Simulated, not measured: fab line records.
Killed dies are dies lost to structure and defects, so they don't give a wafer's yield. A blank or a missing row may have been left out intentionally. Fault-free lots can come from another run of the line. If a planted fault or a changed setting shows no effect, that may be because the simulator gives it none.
fab line records	flow nand-harc
record: lots: 6	wafers: 18	last-day: 24
route steps=1159 shown A_CONTACT@947 A_BLC@964 END@1159
lots that met no fault: from a run of the same line without faults
start-h: hours from the record's first day to the start of the lot's first wafer shown	wait-h: hours from the lot's prior step to this one	" unchanged from the row above	L1.1+2: several wafers, shown together as one row	- no value, or no start was given	* or withheld: withheld	< > ~ a bound
route shown NAME@n: NAME is a module with steps in the file, n the number in the route of the first one	usual: the fault-free wafers' mean and standard deviation	same: alike in all rows	chamber/n: place in a boat	sites: per-site readings	_std_site: the values' standard deviation	_edge_site: the outer-site mean with the inner-site mean subtracted	radius-mm: how far each site lies from the wafer's centre	mask NAME#n: copy n	behind: the most recent tool/chamber to have shaped the wafer	hold: why the lot was held/for how many hours/how that ended	device: names the non-switching transistor (n, p or np)	end of line: the same wafers' tests at the end of the route	for a step that has no rows: nothing shown but its recipe	killed: at the first sort, the dies lost to defects and structure; wafer yield is something else	map: the dies of a wafer, with x for killed, . for not killed, _ for no die there
set.NAME: the run value of the setting; set.NAME@STEP: its run value at that earlier step	model.NAME: the simulator's own value behind a step, which no gauge read
lots at selected steps of the route; one table per step, one row per wafer
services: the hour from which a tool's chamber was out of use, counted from the record's first day as start-h (under 0 if before that day), plus the number of hours and why
== steps ==
step: NHARC_A_CONTACT_ETCH_138
recipe: source-w: withheld	pressure-mtorr: 20	bias-v: 3000	time-s: 132	target-depth-a: 12890	ar-flow-sccm: withheld	c4f8-flow-sccm: withheld	o2-flow-sccm: withheld	chemistry: C4F8/O2/Ar
step: NHARC_A_CONTACT_ETCH_139
recipe: source-w: withheld	pressure-mtorr: 20	bias-v: 400	time-s: 137	target-depth-a: 5900	ar-flow-sccm: withheld	c4f8-flow-sccm: 11.5	o2-flow-sccm: 7.2	chemistry: C4F8/O2/Ar
step: NHARC_A_CONTACT_ETCH_92
recipe: target-depth-a: 400	over-etch-frac: 0.5	time-s: 85.7	ion-energy-ev: 120	ch3f-flow-sccm: 50	o2-flow-sccm: 30	ar-flow-sccm: 200	rf-w: 500	bias-w: 100	chemistry: CH3F/O2
step: NHARC_A_CONTACT_ETCH_98
recipe: target-depth-a: 200	over-etch-frac: 0.5	time-s: 10	ion-energy-ev: 250	c4f6-flow-sccm: 25	o2-flow-sccm: 20	ar-flow-sccm: 500	rf-w: 600	bias-w: 500	chemistry: C4F6/O2
usual: drypump-motor-current-A: 5.7/0.43	oes-product-au: 0.958/0.022	rf-vpp-V: 547/3.7	showerhead-plenum-p-Torr: 3.92/0.18	throttle-valve-pct: 26.902/0.0098
lot.wafer	tool	chamber	start-h	wait-h	drypump-motor-current-A	oes-product-au	rf-hours-counter-h	rf-vpp-V	showerhead-plenum-p-Torr	throttle-valve-pct
L930.2	rie-diel-01	1	389.22	0.2	6.1	0.949	12	543	3.73	26.910
L930.6	"	3	"	"	6.2	0.970	-	546	3.87	26.905
L930.4	"	0	"	"	5.7	0.968	-	553	4.22	26.897
L939.1	rie-diel-01	3	-	-	6.2	0.940	28	546	3.86	26.899
L939.3	"	0	"	"	5.7	0.934	26	552	4.21	26.892
L939.6	"	3	"	"	6.2	0.942	-	545	3.86	26.904
L937.3	rie-diel-01	2	-	-	5.6	0.936	21	544	3.83	26.910
L937.2	"	1	"	"	6.1	0.932	27	543	3.72	26.901
L937.5	"	2	"	"	5.6	0.929	-	544	3.83	26.902
L941.1	rie-diel-01	2	-	-	5.6	0.939	23	545	3.83	26.901
L941.3	"	0	"	"	5.7	0.958	31	553	4.21	26.920
L941.6	"	1	"	"	6.1	0.970	-	544	3.72	26.886
L950.4	rie-diel-01	2	-	-	5.6	0.993	3	545	3.83	26.901
L950.3	"	3	"	"	6.2	0.986	4	547	3.85	26.901
L950.1	"	1	"	"	6.0	0.983	4	542	3.72	26.886
L949.1	rie-diel-09	1	522.73	0.2	5.0	0.980	32	541	3.65	26.881
L949.2	"	2	"	"	5.6	0.975	31	549	3.98	26.907
L949.6	"	0	"	"	6.4	0.971	-	547	3.96	26.902
step: NHARC_A_CONTACT_CD_MEAS_15
usual: cd-nm: 89.8/0.55
lot.wafer	tool	chamber	start-h	wait-h	cd-nm
L930.2	cd-sem-02	-	389.30	-	90.6
L930.4	"	-	"	"	90.1
L930.6	"	-	"	"	90.9
L939.1	cd-sem-03	-	446.74	-	89.3
L939.3	"	-	"	"	89.7
L939.6	"	-	"	"	90.3
L937.2	cd-sem-01	-	454.45	-	89.1
L937.3	"	-	"	"	89.7
L937.5	"	-	"	"	89.4
L941.1	cd-sem-01	-	468.43	-	89.6
L941.3	"	-	"	"	88.9
L941.6	"	-	"	"	89.7
L950.1	cd-sem-03	-	519.45	-	90.1
L950.3	"	-	"	"	90.0
L950.4	"	-	"	"	89.9
L949.1	cd-sem-02	-	522.81	-	90.2
L949.2	"	-	"	"	91.1
L949.6	"	-	"	"	90.6
step: NHARC_A_CONTACT_STRIP_107
recipe: n2-flow-sccm: 150	h2-flow-sccm: 150	ar-flow-sccm: 0	bias-w: 0	chemistry: N2/H2
step: NHARC_A_CONTACT_STRIP_108
recipe: cf4-flow-sccm: 100	chf3-flow-sccm: 30	ar-flow-sccm: 0	bias-w: 0	chemistry: CF4/CHF3
step: NHARC_A_CONTACT_STRIP_109
recipe: o2-flow-sccm: 400	cos-flow-sccm: 20	ar-flow-sccm: 0	bias-w: 0	chemistry: O2/COS
step: NHARC_A_CONTACT_ETCH_110
recipe: target-depth-a: 500	overetch-a: 50	time-s: 27.5	ion-energy-ev: 100	cf4-flow-sccm: 80	o2-flow-sccm: 20	ar-flow-sccm: 0	rf-w: 300	bias-w: 100	chemistry: CF4/O2
step: NHARC_A_CONTACT_STRIP_26
recipe: o2-flow-sccm: 500	ar-flow-sccm: 0	bias-w: 0	chemistry: O2
step: NHARC_A_CONTACT_STRIP_27
recipe: time-s: 600	temp-c: 30	chemistry: post-etch-residue-remover
step: NHARC_A_CONTACT_ALD_18
recipe: target-thk-a: 30	pulse-time-s: 1	ald-cycles: 150	temp-c: 450	material: TiN
usual: heater-power-w: 1061/87	precursor-pulse-height-rel: 0.999/0.023
lot.wafer	tool	chamber	start-h	wait-h	heater-power-w	precursor-pulse-height-rel
L930.4	ald-metal-02	3	390.49	-	1159	1.006
L930.2	"	2	"	"	881	0.999
L930.6	"	3	"	"	1144	0.994
L939.3	ald-metal-04	2	447.71	-	1073	1.012
L939.1	"	0	"	"	1112	1.015
L939.6	"	2	"	"	1050	0.992
L937.3	ald-metal-02	1	455.45	-	1144	0.990
L937.2	"	2	"	"	866	0.957
L937.5	"	1	"	"	1124	1.009
L941.1	ald-metal-04	1	469.44	-	977	0.989
L941.3	"	3	"	"	1077	0.959
L941.6	"	2	"	"	1029	1.014
L950.3	ald-metal-01	0	520.48	-	1166	0.999
L950.4	"	2	"	"	1107	1.015
L950.1	"	3	"	"	996	1.002
L949.1	ald-metal-04	2	524.04	-	1058	0.975
L949.2	"	3	"	"	1050	0.990
L949.6	"	3	"	"	1101	0.992
step: NHARC_A_CONTACT_CVD_19
recipe: target-thk-a: 3000	temp-c: 300	pressure-torr: 40	wf6-flow-sccm: 40	h2-flow-sccm: 1600	ar-flow-sccm: 1560	time-s: 802	material: W
usual: heater-power-w: 468/11	throttle-valve-pct: 8.11/0.28
lot.wafer	tool	chamber	start-h	wait-h	heater-power-w	throttle-valve-pct
L930.2	cvd-w-02	0	395.48	-	466	7.87
L930.4	"	1	"	"	461	8.29
L930.6	"	1	"	"	472	7.95
L939.1	cvd-w-02	0	447.89	-	491	7.91
L939.3	"	0	"	"	484	7.85
L939.6	"	0	"	"	486	8.26
L937.2	cvd-w-02	0	459.64	-	470	8.04
L937.3	"	1	"	"	466	8.64
L937.5	"	1	"	"	462	8.33
L941.1	cvd-w-02	1	472.68	-	475	8.57
L941.3	"	0	"	"	477	8.04
L941.6	"	0	"	"	479	7.87
L950.1	cvd-w-02	0	521.59	-	474	7.99
L950.4	"	1	"	"	468	8.59
L950.3	"	0	"	"	476	8.15
L949.1	cvd-w-02	1	524.24	-	469	8.32
L949.2	"	0	"	"	471	8.01
L949.6	"	1	"	"	472	8.51
step: NHARC_A_CONTACT_CMP_20
recipe: t-overpolish-s: 30	target-thk-nm: 300
step: NHARC_A_CONTACT_SRD_22
step: NHARC_A_BLC_DEHYDRATE_00
recipe: temp-c: 150	time-s: 120
step: NHARC_A_BLC_HMDS_01
recipe: time-s: 30
step: NHARC_A_BLC_COAT_02
recipe: temp-c: 260	time-s: 75
step: NHARC_A_BLC_COAT_03
recipe: temp-c: 225	time-s: 65
step: NHARC_A_BLC_COAT_04
recipe: spin-rpm: 1500	resist-thk-nm: 90
step: NHARC_A_BLC_SOFTBAKE_05
recipe: temp-c: 105	time-s: 55
step: NHARC_A_BLC_EBR_06
step: NHARC_A_BLC_EXPOSE_07
recipe: na: 1.35	target-cd-nm: 100	dose-mj: 67.97	mask-id: A_BLC
step: NHARC_A_BLC_PEB_08
recipe: peb-temp-c: 100	peb-time-s: 65
step: NHARC_A_BLC_DEVELOP_09
recipe: develop-time-s: 35	dev-temp-c: 23
step: NHARC_A_BLC_CD_MEAS_10
recipe: target-cd-nm: 100	landing-energy-ev: 500
usual: cd-nm: 100.2/0.59
lot.wafer	tool	chamber	start-h	wait-h	cd-nm
L930.2	cd-sem-02	0	397.04	-	100.6
L930.4	"	0	"	"	100.1
L930.6	"	0	"	"	99.4
L939.1	cd-sem-03	0	449.68	-	99.5
L939.3	"	0	"	"	100.2
L939.6	"	0	"	"	100.2
L937.2	cd-sem-01	0	461.33	-	101.4
L937.3	"	0	"	"	100.8
L937.5	"	0	"	"	100.5
L941.1	cd-sem-02	0	474.49	-	99.6
L941.3	"	0	"	"	100.2
L941.6	"	0	"	"	100.6
L950.1	cd-sem-03	0	523.27	-	101.2
L950.3	"	0	"	"	100.9
L950.4	"	0	"	"	100.2
L949.1	cd-sem-02	0	526.04	-	100.0
L949.2	"	0	"	"	99.6
L949.6	"	0	"	"	101.1
step: NHARC_A_BLC_OVL_MEAS_11
usual: overlay-x-nm: 0.0/0.79	overlay-y-nm: -0.1/0.68
lot.wafer	tool	chamber	start-h	wait-h	overlay-x-nm	overlay-y-nm
L930.2	overlay-01	-	397.12	-	-0.1	0.0
L930.4	"	-	"	"	0.4	-0.7
L930.6	"	-	"	"	-0.1	0.3
L939.1	overlay-02	-	449.77	-	-0.6	-0.2
L939.3	"	-	"	"	-1.0	-0.1
L939.6	"	-	"	"	-0.8	-0.5
L937.2	overlay-02	-	461.41	-	1.2	-0.3
L937.3	"	-	"	"	2.1	-0.3
L937.5	"	-	"	"	1.5	-1.1
L941.1	overlay-02	-	474.57	-	0.6	-0.2
L941.3	"	-	"	"	0.5	-0.2
L941.6	"	-	"	"	0.5	0.2
L950.1	overlay-01	-	523.36	-	1.2	-0.2
L950.3	"	-	"	"	1.2	-0.3
L950.4	"	-	"	"	1.8	-0.1
L949.1	overlay-02	-	526.14	-	0.6	0.4
L949.2	"	-	"	"	0.5	1.1
L949.6	"	-	"	"	0.2	1.1
step: NHARC_A_BLC_DESCUM_15
recipe: time-s: 3	o2-flow-sccm: 200	ar-flow-sccm: 0	bias-power-w: 0	chemistry: O2
step: NHARC_A_BLC_ETCH_16
recipe: target-depth-a: 390	over-etch-frac: 0.3	time-s: 65	ion-energy-ev: 80	cf4-flow-sccm: 150	ar-flow-sccm: 0	rf-w: 300	bias-w: 100	chemistry: CF4
step: NHARC_A_BLC_ETCH_17
recipe: target-depth-a: 3900	over-etch-frac: 0.25	time-s: 609.38	ion-energy-ev: 200	n2-flow-sccm: 150	h2-flow-sccm: 150	ar-flow-sccm: 0	rf-w: 400	bias-w: 150	chemistry: N2/H2
usual: drypump-motor-current-A: 5.7/0.33	oes-product-au: 1.000/0.0096	rf-vpp-V: 429.8/2.6	showerhead-plenum-p-Torr: 2.02/0.086	throttle-valve-pct: 14.172/0.0091
lot.wafer	tool	chamber	start-h	wait-h	drypump-motor-current-A	oes-product-au	rf-hours-counter-h	rf-vpp-V	showerhead-plenum-p-Torr	throttle-valve-pct
L930.2	rie-diel-11	3	-	-	5.7	1.012	3	427.7	1.93	14.167
L930.4	"	0	"	"	5.5	0.997	2	427.0	1.91	14.173
L930.6	"	0	"	"	5.5	1.002	-	426.0	1.92	14.169
L939.3	rie-diel-08	2	-	-	5.2	0.995	11	433.6	2.11	14.170
L939.1	"	0	"	"	5.7	1.003	13	428.0	2.00	14.163
L939.6	"	1	"	"	5.8	1.011	-	435.2	2.18	14.192
L937.3	rie-diel-04	1	-	-	5.1	1.005	63	426.8	1.91	14.194
L937.2	"	3	"	"	6.2	0.997	65	435.4	2.19	14.190
L937.5	"	0	"	"	5.7	0.990	-	427.0	1.96	14.161
L941.1	rie-diel-08	3	-	-	6.2	1.001	16	429.1	1.99	14.164
L941.3	"	0	"	"	5.7	1.002	15	428.9	2.00	14.176
L941.6	"	1	"	"	5.8	0.997	-	435.1	2.17	14.152
L950.3	rie-diel-08	2	-	-	5.2	1.001	3	434.2	2.11	14.183
L950.4	"	0	"	"	5.7	1.006	3	430.1	2.00	14.169
L950.1	"	1	"	"	5.8	0.982	3	435.0	2.17	14.152
L949.2	rie-diel-11	0	-	-	5.5	0.994	18	427.0	1.91	14.165
L949.1	"	3	"	"	5.6	1.013	20	426.2	1.93	14.175
L949.6	"	0	"	"	5.5	0.989	-	427.6	1.91	14.163
step: NHARC_A_BLC_ETCH_18
recipe: target-depth-a: 9100	c4f8-flow-sccm: 20	o2-flow-sccm: 10	ar-flow-sccm: withheld	rf-w: 600	bias-w: 1500	chemistry: C4F8/O2/Ar
step: NHARC_A_BLC_CD_MEAS_19
usual: cd-nm: 100.5/2.1
lot.wafer	tool	chamber	start-h	wait-h	cd-nm
L930.2	cd-sem-02	-	398.23	-	100.9
L930.4	"	-	"	"	96.9
L930.6	"	-	"	"	95.4
L939.1	cd-sem-02	-	450.84	-	100.2
L939.3	"	-	"	"	101.6
L939.6	"	-	"	"	97.6
L937.2	cd-sem-01	-	462.48	-	104.1
L937.3	"	-	"	"	102.8
L937.5	"	-	"	"	102.5
L941.1	cd-sem-03	-	475.64	-	100.0
L941.3	"	-	"	"	101.0
L941.6	"	-	"	"	99.8
L950.1	cd-sem-03	-	524.42	-	98.9
L950.3	"	-	"	"	104.0
L950.4	"	-	"	"	100.0
L949.1	cd-sem-01	-	527.21	-	104.0
L949.2	"	-	"	"	98.5
L949.6	"	-	"	"	100.8
step: NHARC_A_BLC_STRIP_29
recipe: cf4-flow-sccm: 150	ar-flow-sccm: 0	bias-w: 0	chemistry: CF4
step: NHARC_A_BLC_STRIP_21
recipe: o2-flow-sccm: 500	ar-flow-sccm: 0	bias-w: 0	chemistry: O2
step: NHARC_A_BLC_STRIP_22
recipe: time-s: 600	temp-c: 30	chemistry: post-etch-residue-remover
step: NHARC_A_BLC_DEGAS_30
recipe: temp-c: 300	time-s: 60
usual: heater-power-w: 457/31
lot.wafer	tool	chamber	start-h	wait-h	heater-power-w
L930.4	pvd-sputter-01	-	399.18	-	440
L930.2	"	-	"	"	468
L930.6	"	-	"	"	465
L939.1	pvd-sputter-02	-	451.46	-	442
L939.3	"	-	"	"	468
L939.6	"	-	"	"	451
L937.2	pvd-sputter-02	-	463.09	-	455
L937.3	"	-	"	"	432
L937.5	"	-	"	"	436
L941.1	pvd-sputter-02	-	476.26	-	439
L941.3	"	-	"	"	433
L941.6	"	-	"	"	454
L950.1	pvd-sputter-03	-	525.02	-	493
L950.4	"	-	"	"	454
L950.3	"	-	"	"	478
L949.1	pvd-sputter-03	-	527.82	-	471
L949.2	"	-	"	"	464
L949.6	"	-	"	"	453
step: NHARC_A_BLC_PRE_CLEAN_31
recipe: time-s: 15	bias-v: 250	gas: Ar
step: NHARC_A_BLC_PVD_32
recipe: target-thk-a: 50	chamber-pressure-pa: 5	power-w: 5000	substrate-temp-c: 200	time-s: 17.7	material: Ti
usual: throttle-valve-pct: 30.2/1.5
lot.wafer	tool	chamber	start-h	wait-h	throttle-valve-pct
L930.4	pvd-sputter-01	-	-	-	30.6
L930.2	"	-	"	"	32.3
L930.6	"	-	"	"	30.4
L939.1	pvd-sputter-02	-	-	-	30.3
L939.3	"	-	"	"	31.1
L939.6	"	-	"	"	30.0
L937.2	pvd-sputter-02	-	-	-	27.0
L937.3	"	-	"	"	30.0
L937.5	"	-	"	"	30.2
L941.3	pvd-sputter-02	-	-	-	26.6
L941.1	"	-	"	"	30.2
L941.6	"	-	"	"	31.5
L950.3	pvd-sputter-03	-	-	-	29.3
L950.4	"	-	"	"	30.2
L950.1	"	-	"	"	30.9
L949.1	pvd-sputter-03	-	-	-	31.2
L949.2	"	-	"	"	29.2
L949.6	"	-	"	"	31.2
step: NHARC_A_BLC_ALD_23
recipe: target-thk-a: 30	pulse-time-s: 1	ald-cycles: 150	temp-c: 450	material: TiN
step: NHARC_END_SORT_01
recipe: temp-c: 25
usual: killed-at-array: 24/8.8	killed-at-other: 0.7/0.99	killed-at-periphery: 3.5/2.6	killed-dies: 28/9.3	killed-open: 3.2/1.7	killed-short: 1.7/1.4
same: gross-dies: 677
lot.wafer	tool	chamber	start-h	wait-h	killed-at-array	killed-at-other	killed-at-periphery	killed-dies	killed-open	killed-short
L930.2	prober-02	0	456.60	2.8	19	0	3	22	3	3
L930.4	prober-02	0	458.17	3.3	28	0	8	36	3	3
L930.6	prober-02	0	459.74	3.9	14	0	11	25	2	0
L939.1	prober-02	0	494.41	2.6	27	0	4	31	6	0
L939.3	prober-02	0	496.01	3.1	29	0	3	32	3	1
L939.6	prober-02	0	498.41	4.0	30	2	2	34	2	4
L941.1	prober-01	0	521.85	2.5	20	1	3	24	7	2
L941.3	prober-01	0	523.43	3.1	20	0	1	21	2	2
L941.6	prober-01	0	525.78	3.9	20	0	3	23	2	1
L937.2	prober-02	0	522.61	2.8	20	0	2	22	3	2
L937.3	prober-02	0	523.40	3.1	20	0	6	26	6	2
L937.5	prober-02	0	525.00	3.7	29	0	1	30	4	4
L950.1	prober-02	0	570.03	2.5	72	0	1	73	1	6
L950.3	prober-02	0	571.62	3.1	75	1	2	78	5	0
L950.4	prober-02	0	572.41	3.4	15	1	1	17	1	1
L949.1	prober-01	0	574.07	2.5	48	0	3	51	4	2
L949.2	prober-01	0	574.87	2.8	77	1	1	79	6	1
L949.6	prober-01	0	578.05	4.0	61	1	1	63	2	0
killed by level:class
L930.2 A_SLIT:chamber-film-flake=6 A_CONTACT:chamber-film-flake=5 A_CHANNEL_FILL_D1:geometric-particle:open=2 A_CHANNEL_FILL_D1:geometric-particle:short=2 P_CONTACT:chamber-film-flake=2 A_CONTACT:geometric-particle:open=1 A_BLC:geometric-particle:short=1 P_STI:chamber-film-flake=1
L930.4 A_SLIT:chamber-film-flake=12 P_CONTACT:chamber-film-flake=4 A_CHANNEL_HOLE_D1:chamber-film-flake=4 A_CONTACT:chamber-film-flake=4 P_GATE:chamber-film-flake=3 A_ONON_D1:geometric-particle:short=2 A_ONON_D1:geometric-particle:open=1 A_CHANNEL_HOLE_D1:geometric-particle:short=1
L930.6 P_CONTACT:chamber-film-flake=9 A_CONTACT:chamber-film-flake=4 A_SLIT:chamber-film-flake=3 A_CHANNEL_HOLE_D1:chamber-film-flake=3 A_STAIRCASE:chamber-film-flake=2 P_M0:geometric-particle:open=1 A_WL_FILL:geometric-particle:open=1 P_STI:chamber-film-flake=1
L939.1 A_CHANNEL_HOLE_D1:chamber-film-flake=8 A_STAIRCASE:chamber-film-flake=6 A_CONTACT:chamber-film-flake=4 A_CONTACT:geometric-particle:open=2 P_ZERO_WELL:chamber-film-flake=2 A_SGD_CUT:chamber-film-flake=2 P_M0:geometric-particle:open=1 A_CHANNEL_FILL_D1:geometric-particle:open=1
L939.3 A_CHANNEL_HOLE_D1:chamber-film-flake=17 A_STAIRCASE:chamber-film-flake=3 P_M2:chamber-film-flake=2 A_SGD_CUT:chamber-film-flake=2 A_CONTACT:chamber-film-flake=2 P_GATE:geometric-particle:open=1 A_CHANNEL_FILL_D1:geometric-particle:open=1 A_CHANNEL_FILL_D1:geometric-particle:short=1
L939.6 A_CHANNEL_HOLE_D1:chamber-film-flake=14 A_STAIRCASE:chamber-film-flake=5 A_ONON_D1:geometric-particle:short=2 P_ZERO_WELL:chamber-film-flake=2 A_ZERO_WELL:chamber-film-flake=2 THIN_TSV:chamber-film-flake=2 A_SOURCE_PLATE:geometric-particle:open=1 A_WL_FILL:geometric-particle:short=1
L941.1 A_CHANNEL_FILL_D1:chamber-film-flake=5 A_WL_FILL:chamber-film-flake=5 A_CHANNEL_HOLE_D1:chamber-film-flake=3 P_GATE:geometric-particle:open=2 A_CONTACT:chamber-film-flake=2 P_CONTACT:geometric-particle:open=1 A_ONON_D1:geometric-particle:short=1 A_WL_FILL:geometric-particle:short=1
L937.2 A_CHANNEL_HOLE_D1:chamber-film-flake=13 A_M0:geometric-particle:open=2 A_CHANNEL_FILL_D1:chamber-film-flake=2 P_CONTACT:geometric-particle:short=1 P_M2:geometric-particle:open=1 A_M1:geometric-particle:short=1 A_M1:chamber-film-flake=1 A_CONTACT:chamber-film-flake=1
L937.3 A_CHANNEL_HOLE_D1:chamber-film-flake=11 P_ZERO_WELL:chamber-film-flake=4 A_CONTACT:chamber-film-flake=3 P_M0:geometric-particle:open=2 A_CONTACT:geometric-particle:open=2 A_CHANNEL_HOLE_D1:geometric-particle:short=1 A_CHANNEL_FILL_D1:geometric-particle:open=1 A_WL_FILL:geometric-particle:short=1
L941.3 A_WL_FILL:chamber-film-flake=6 A_CHANNEL_FILL_D1:chamber-film-flake=4 A_CHANNEL_HOLE_D1:chamber-film-flake=3 A_STAIRCASE:chamber-film-flake=3 P_CONTACT:geometric-particle:open=1 A_ONON_D1:geometric-particle:short=1 A_CHANNEL_HOLE_D1:geometric-particle:short=1 A_CONTACT:geometric-particle:open=1
L937.5 A_CHANNEL_HOLE_D1:chamber-film-flake=16 A_CONTACT:chamber-film-flake=5 A_CONTACT:geometric-particle:open=2 A_M0:geometric-particle:short=2 P_GATE:geometric-particle:open=1 A_ONON_D1:geometric-particle:short=1 A_SLIT:geometric-particle:open=1 A_CONTACT:geometric-particle:short=1
L941.6 A_CHANNEL_HOLE_D1:chamber-film-flake=11 A_CHANNEL_FILL_D1:chamber-film-flake=2 A_STAIRCASE:chamber-film-flake=2 A_WL_FILL:chamber-film-flake=2 P_CONTACT:geometric-particle:open=1 P_M1:geometric-particle:open=1 A_M0:geometric-particle:short=1 P_ZERO_WELL:chamber-film-flake=1
L950.1 A_CONTACT:unspecified=44 A_SLIT:chamber-film-flake=13 A_STAIRCASE:chamber-film-flake=3 A_CONTACT:chamber-film-flake=3 A_WL_FILL:geometric-particle:short=2 A_CHANNEL_HOLE_D1:chamber-film-flake=2 P_GATE:geometric-particle:short=1 A_ONON_D1:geometric-particle:short=1
L950.3 A_CONTACT:unspecified=41 A_SLIT:chamber-film-flake=10 A_CHANNEL_HOLE_D1:chamber-film-flake=8 A_CONTACT:chamber-film-flake=6 A_STAIRCASE:chamber-film-flake=5 P_M1:geometric-particle:open=1 P_M2:geometric-particle:open=1 A_CHANNEL_FILL_D1:geometric-particle:open=1
L950.4 A_SLIT:chamber-film-flake=7 A_CHANNEL_HOLE_D1:chamber-film-flake=2 A_CONTACT:chamber-film-flake=2 A_ONON_D1:geometric-particle:short=1 A_M0:geometric-particle:open=1 P_M0:chamber-film-flake=1 A_CHANNEL_FILL_D1:chamber-film-flake=1 A_STAIRCASE:chamber-film-flake=1
L949.1 A_CHANNEL_HOLE_D1:chamber-film-flake=21 A_SLIT:chamber-film-flake=16 A_STAIRCASE:chamber-film-flake=3 A_M0:geometric-particle:open=2 P_M0:chamber-film-flake=2 A_CONTACT:chamber-film-flake=2 A_SGD_CUT:geometric-particle:short=1 A_WL_FILL:geometric-particle:open=1
L949.2 A_CONTACT:unspecified=41 A_CHANNEL_HOLE_D1:chamber-film-flake=16 A_SLIT:chamber-film-flake=10 A_CONTACT:chamber-film-flake=4 A_M1:geometric-particle:open=2 P_CONTACT:geometric-particle:open=1 A_SOURCE_PLATE:geometric-particle:open=1 A_ONON_D1:geometric-particle:short=1
L949.6 A_SLIT:chamber-film-flake=26 A_CHANNEL_HOLE_D1:chamber-film-flake=24 A_STAIRCASE:chamber-film-flake=6 A_CONTACT:chamber-film-flake=4 P_M0:geometric-particle:open=1 A_ONON_D1:geometric-particle:open=1 THIN_TSV:chamber-film-flake=1
map L949.2 (x killed, . not)
____________.____________
_________......._________
_______..........._______
______xx...........______
_____x.xx..x........_____
____xxx..............____
____...xx............____
___.xx.x..............___
___.xx.x..............___
__.............x....x..__
__...x.................__
_......................._
_...................x..._
_......................._
_......................._
_......................._
.........................
.....................x...
........................x
......................x..
....................xxxx.
_...................xxxx_
_x..........x........xxx_
_..................xxxxx_
_..................xxxxx_
_.x................xxxxx_
__.................xxxx__
__................x.xxx__
___................xxx___
___.................x.___
____...............xx____
____...x.......x....x____
_____.x..........xxx_____
______...........xx______
_______.......x.xx_______
_________......._________
____________.____________
map L950.3 (x killed, . not)
____________.____________
_________......._________
_______..........._______
______.............______
_____..............._____
____.................____
____.................____
___.........x.........___
___.........x.........___
__..............x......__
__.....................__
_...x..................._
_......................._
_............x.........._
_......................._
_......................._
..xx.....................
.....x..............x....
...............x.........
....................xx.x.
.....................xxxx
_...................xxxx_
_.....x...........xxxxxx_
_...x..............xxxxx_
_..................xxxxx_
_.............x.....xxxx_
__.............x...xxxx__
__..x...........x...xxx__
___............x...xxx___
___...........x......x___
____.........xx......____
____.x.......x.x.....____
_____........x.x...._____
______.......x.x...______
_______......xxxxx_______
_________....xxx_________
____________x____________
== services ==
tool	chamber	start-h	hours	kind
rie-diel-11	-	366.63	9.0	pm
rie-diel-01	2	381.19	32.8	repair
cvd-w-02	-	381.40	13.0	pm
rie-diel-01	1	383.76	2.5	repair
pvd-sputter-02	-	392.00	10.0	pm
rie-diel-08	2	395.83	6.4	repair
ald-metal-04	-	406.00	10.0	pm
rie-diel-08	2	415.80	8.3	repair
rie-diel-01	0	424.13	5.2	repair
pvd-sputter-03	-	431.98	2.8	repair
pvd-sputter-01	-	432.26	2.1	repair
ald-metal-04	1	448.65	3.8	repair
pvd-sputter-01	-	453.29	1.1	repair
pvd-sputter-03	-	458.00	10.0	pm
rie-diel-01	-	465.79	1.9	repair
rie-diel-08	-	478.81	9.0	pm
ald-metal-04	3	479.88	30.5	repair
ald-metal-04	-	488.95	1.2	repair
pvd-sputter-03	-	489.02	4.4	repair
rie-diel-01	-	491.84	9.0	pm
ald-metal-04	2	494.65	5.9	repair
pvd-sputter-01	-	507.57	6.3	repair
pvd-sputter-01	-	514.07	10.0	pm
rie-diel-01	-	515.86	0.1	repair
== key ==
first-sign: step: NHARC_END_SORT_01	reading: killed-at-array	direction: up	sigmas: 5.8	usual: 24	struck: 75
effect: step: NHARC_END_SORT_01	reading: killed-dies	direction: up	sigmas: 5.2	usual: 28	struck: 77
more-kills-born-at: NHARC_A_CONTACT_CVD_19@cvd-w-02: 126
met-at NHARC_A_CONTACT_CVD_19
struck-wafers L949.2,L950.1,L950.3
tester-left-out L949,L950
onset-between 472.68 521.59
fault: kind: chamber-particle-source	tool: cvd-w-02	chamber: 0	onset-h: 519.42	steps: NHARC_A_CONTACT_CVD_19	rate-per-visit-cm2: 0.39462	end-h: 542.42
tester-left-out: of these lots the tester's yield and bins aren't shown, on N5 and GAA mostly nor the transistor test; their killed dies are dies lost to structure and defects alone, not to doping, threshold or leakage, so they don't give the yield
